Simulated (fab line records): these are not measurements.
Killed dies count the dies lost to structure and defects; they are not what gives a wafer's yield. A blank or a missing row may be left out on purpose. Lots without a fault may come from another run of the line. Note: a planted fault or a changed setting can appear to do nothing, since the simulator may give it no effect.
Which of the tools did it? | flow n5 finfet | 10 lots with 28 wafers sampled at 4 steps, on a route of 1938 steps

== WHAT EACH GAUGE READ, for each wafer ==
The record lacks any reading of a measuring or inspecting step that a usual standard deviation could be used to judge.

== EACH LOT AND THE TOOL THAT RAN IT (in order: tool; ch and the chambers of the sampled wafers; start) ==
lot  | N5_BEOL_M6_ETCH_62                 | N5_BEOL_M6_ETCH_72                 | N5_BEOL_M6_VIA_ETCH_34             | N5_BEOL_M6_STRIP_80
L609 | rie diel-02 ch 1,2,3, day 8 08:31  | rie diel-01 ch 0,1,3, day 8 09:40  | rie diel-01 ch 0,1,3, day 8 09:49  | rie diel-01 ch 0,1,3, no start
L612 | rie diel-01 ch 1,2,3, day 9 13:08  | rie diel-02 ch 0,1,3, day 9 14:46  | rie diel-02 ch 0,1,3, day 9 14:54  | rie diel-02 ch 0,1,3, no start
L614 | rie diel-02 ch 0,3, day 10 09:50   | rie diel-04 ch 0,2,3, day 10 11:21 | rie diel-04 ch 0,2,3, day 10 11:29 | rie diel-04 ch 0,2,3, no start
L618 | rie diel-04 ch 0,1,2, day 11 01:04 | rie diel-04 ch 0,1,2, day 11 02:19 | rie diel-04 ch 0,1,2, day 11 02:28 | rie diel-04 ch 0,1,2, no start
L619 | rie diel-01 ch 2,3, day 11 21:49   | rie diel-04 ch 1,3, day 12 00:14   | rie diel-04 ch 1,3, day 12 00:23   | rie diel-04 ch 1,3, no start
L620 | rie diel-04 ch 1,3, day 12 08:49   | rie diel-04 ch 1,3, day 12 11:43   | rie diel-04 ch 1,3, day 12 11:52   | rie diel-04 ch 1,3, no start
L625 | rie diel-01 ch 2,3, day 13 06:04   | rie diel-02 ch 1,3, day 13 09:04   | rie diel-02 ch 1,3, day 13 09:13   | rie diel-02 ch 1,3, no start
L629 | rie diel-02 ch 0,1,3, day 14 07:14 | rie diel-01 ch 0,2,3, day 14 09:10 | rie diel-01 ch 0,2,3, day 14 09:19 | rie diel-01 ch 0,2,3, no start
L630 | rie diel-01 ch 0,3, day 14 10:55   | rie diel-02 ch 0,2, day 14 12:42   | rie diel-02 ch 0,2, day 14 12:50   | rie diel-02 ch 0,2, no start
L631 | rie diel-04 ch 1,2,3, day 15 10:55 | rie diel-02 ch 1,2,3, day 15 13:35 | rie diel-02 ch 1,2,3, day 15 13:43 | rie diel-02 ch 1,2,3, no start
- N5_BEOL_M6_ETCH_62: etches SOC in N2/H2, target depth 110 nm, overetch 22 nm, time 165 s.
- N5_BEOL_M6_ETCH_72: etches underlayer in N2/H2, target depth 6.5 nm, time 5.2 s.
- N5_BEOL_M6_VIA_ETCH_34: etches SiCOH lowk in C4F6/O2, target depth 126.3 nm, time 50.9 s.
- N5_BEOL_M6_STRIP_80: strips in N2/H2, time 10 s.

== WHAT THE TOOLS THEMSELVES READ (means of the sampled wafers that have a number; where no wafer has one, the mark that the record gives instead) ==
N5_BEOL_M6_ETCH_62. Usual: drypump motor current A 5.5 A, standard deviation 0.36; oes product au 0.68 a.u., standard deviation 0.066; rf fwd power W 837.6 W, standard deviation 2.6; rf vpp V 524.5 V, standard deviation 2; showerhead plenum p Torr 2.56 Torr, standard deviation 0.066; throttle valve pct 17.82 %, standard deviation 0.18.
lot  | tool        | drypump motor current A (A) | oes product au (a.u.) | rf fwd power W (W) | rf vpp V (V) | showerhead plenum p Torr (Torr) | throttle valve pct (%) | flag
L609 | rie diel-02 | 5.1                         | 0.65                  | 839.2              | 524.9        | 2.58                            | 17.81                  |
L612 | rie diel-01 | 5.9                         | 0.68                  | 838.1              | 524.9        | 2.59                            | 17.71                  |
L614 | rie diel-02 | 5.5                         | 0.59                  | 837.6              | 525.9        | 2.62                            | 18.16                  |
L618 | rie diel-04 | 5.6                         | 0.67                  | 838.6              | 524.0        | 2.52                            | 17.87                  |
L619 | rie diel-01 | 5.9                         | 0.71                  | 836.3              | 524.5        | 2.58                            | 17.62                  |
L620 | rie diel-04 | 5.5                         | 0.70                  | 838.6              | 523.6        | 2.52                            | 17.83                  |
L625 | rie diel-01 | 6.0                         | 0.70                  | 838.9              | 525.4        | 2.60                            | 17.63                  |
L629 | rie diel-02 | 5.2                         | 0.67                  | 837.1              | 525.4        | 2.59                            | 17.96                  |
L630 | rie diel-01 | 5.4                         | 0.69                  | 837.3              | 526.0        | 2.60                            | 17.67                  |
L631 | rie diel-04 | 5.5                         | 0.68                  | 837.8              | 523.8        | 2.53                            | 17.90                  |

N5_BEOL_M6_ETCH_72. Usual: drypump motor current A 5.5 A, standard deviation 0.37; etch rf on time s 5.18 s, standard deviation 0.085; oes product au 0.68 a.u., standard deviation 0.071; rf fwd power W 819.6 W, standard deviation 2.3; rf vpp V 524.5 V, standard deviation 2.2; showerhead plenum p Torr 2.57 Torr, standard deviation 0.066; throttle valve pct 17.86 %, standard deviation 0.19.
lot  | tool        | drypump motor current A (A) | etch rf on time s (s) | oes product au (a.u.) | rf fwd power W (W) | rf vpp V (V) | showerhead plenum p Torr (Torr) | throttle valve pct (%) | flag
L609 | rie diel-01 | 5.6                         | 5.10                  | 0.70                  | 817.7              | 524.7        | 2.59                            | 17.72                  |
L612 | rie diel-02 | 5.2                         | 5.20                  | 0.63                  | 818.0              | 525.1        | 2.60                            | 18.07                  |
L614 | rie diel-04 | 5.6                         | 5.21                  | 0.67                  | 818.8              | 523.8        | 2.55                            | 17.87                  |
L618 | rie diel-04 | 5.5                         | 5.24                  | 0.68                  | 820.5              | 523.8        | 2.52                            | 17.91                  |
L619 | rie diel-04 | 5.5                         | 4.23                  | 0.81                  | 821.0              | 523.0        | 2.52                            | 17.88                  | OFF
L620 | rie diel-04 | 5.5                         | 4.21                  | 0.82                  | 819.8              | 523.3        | 2.52                            | 17.90                  | OFF
L625 | rie diel-02 | 4.8                         | 5.28                  | 0.64                  | 819.7              | 524.0        | 2.57                            | 18.02                  |
L629 | rie diel-01 | 5.7                         | 5.20                  | 0.69                  | 822.1              | 524.7        | 2.60                            | 17.68                  |
L630 | rie diel-02 | 5.6                         | 5.08                  | 0.66                  | 819.8              | 524.2        | 2.54                            | 17.88                  |
L631 | rie diel-02 | 5.1                         | 5.26                  | 0.61                  | 819.4              | 523.5        | 2.55                            | 17.95                  |

N5_BEOL_M6_VIA_ETCH_34. Usual: drypump motor current A 5.5 A, standard deviation 0.37; oes product au 0.80 a.u., standard deviation 0.085; rf fwd power W 341.5 W, standard deviation 1.3; rf vpp V 666 V, standard deviation 9.2; showerhead plenum p Torr 2.87 Torr, standard deviation 0.071; throttle valve pct 20.90 %, standard deviation 0.17.
lot  | tool        | drypump motor current A (A) | oes product au (a.u.) | rf fwd power W (W) | rf vpp V (V) | showerhead plenum p Torr (Torr) | throttle valve pct (%) | flag
L609 | rie diel-01 | 5.6                         | 0.80                  | 341.3              | 671          | 2.90                            | 20.76                  |
L612 | rie diel-02 | 5.2                         | 0.74                  | 341.7              | 668          | 2.91                            | 21.10                  |
L614 | rie diel-04 | 5.6                         | 0.79                  | 341.2              | 658          | 2.86                            | 20.96                  |
L618 | rie diel-04 | 5.5                         | 0.80                  | 341.8              | 655          | 2.82                            | 20.93                  |
L619 | rie diel-04 | 5.5                         | 0.83                  | 341.1              | 656          | 2.83                            | 20.88                  |
L620 | rie diel-04 | 5.5                         | 0.83                  | 341.9              | 657          | 2.83                            | 20.89                  |
L625 | rie diel-02 | 4.8                         | 0.76                  | 341.5              | 667          | 2.88                            | 21.11                  |
L629 | rie diel-01 | 5.7                         | 0.82                  | 341.6              | 673          | 2.91                            | 20.73                  |
L630 | rie diel-02 | 5.6                         | 0.77                  | 340.7              | 674          | 2.84                            | 20.90                  |
L631 | rie diel-02 | 5.1                         | 0.71                  | 340.9              | 672          | 2.86                            | 21.03                  |

N5_BEOL_M6_STRIP_80. Usual: drypump motor current A 5.5 A, standard deviation 0.37; oes product au 0.80 a.u., standard deviation 0.085; rf vpp V 59.3 V, standard deviation 0.89; showerhead plenum p Torr 2.56 Torr, standard deviation 0.066; throttle valve pct 23.62 %, standard deviation 0.23.
lot  | tool        | drypump motor current A (A) | oes product au (a.u.) | rf vpp V (V) | showerhead plenum p Torr (Torr) | throttle valve pct (%) | flag
L609 | rie diel-01 | 5.6                         | 0.81                  | 59.9         | 2.59                            | 23.51                  |
L612 | rie diel-02 | 5.2                         | 0.75                  | 59.4         | 2.60                            | 23.80                  |
L614 | rie diel-04 | 5.6                         | 0.78                  | 60.1         | 2.55                            | 23.60                  |
L618 | rie diel-04 | 5.5                         | 0.80                  | 58.6         | 2.51                            | 23.69                  |
L619 | rie diel-04 | 5.5                         | 0.85                  | 59.9         | 2.52                            | 23.70                  |
L620 | rie diel-04 | 5.5                         | 0.83                  | 59.6         | 2.52                            | 23.70                  |
L625 | rie diel-02 | 4.8                         | 0.75                  | 58.1         | 2.56                            | 23.71                  |
L629 | rie diel-01 | 5.7                         | 0.82                  | 59.6         | 2.59                            | 23.45                  |
L630 | rie diel-02 | 5.6                         | 0.77                  | 59.4         | 2.53                            | 23.65                  |
L631 | rie diel-02 | 5.1                         | 0.71                  | 59.2         | 2.55                            | 23.62                  |

== THE ANSWER, worked out from the rows above alone ==
Rule: take the mean of a lot's wafers that have a number; if it is more than 3 standard deviations from the usual mean, the lot is off. A lot without any number at a reading at which 4 lots or more have one is off too. The other lots that the step has rows for count as sound. After the gauges, taken in route order, come the tools' own readings; for these a lot's mean is taken, as printed above. The first step at which some lot is off is used, and at that step the reading that is off furthest; a lot without a number counts as furthest.
Off, at N5_BEOL_M6_ETCH_72 on etch rf on time s: L619, L620.
If a tool, at that step or one of the process steps before it, ran each lot that is off and ran no sound lot following the first of them, it fits. One fits: N5_BEOL_M6_ETCH_72 on rie diel-04. Its last sound lot is L618 (day 11 02:19), its first lot that is off L619 (day 12 00:14): a fault that began between those two fits.
The tool's own readings at N5_BEOL_M6_ETCH_72 bear it out: on the lots that are off they differ by more than 5 times the standard deviation of the sound lots' means. etch rf on time s reads 4.22 s there against 5.20 s on the sound lots; oes product au reads 0.81 a.u. there against 0.66 a.u. on the sound lots.

== WHAT WAS PUT IN BY THE SIMULATOR ==
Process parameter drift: rie diel-04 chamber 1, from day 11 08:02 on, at N5_BEOL_M6_ETCH_72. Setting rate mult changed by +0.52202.
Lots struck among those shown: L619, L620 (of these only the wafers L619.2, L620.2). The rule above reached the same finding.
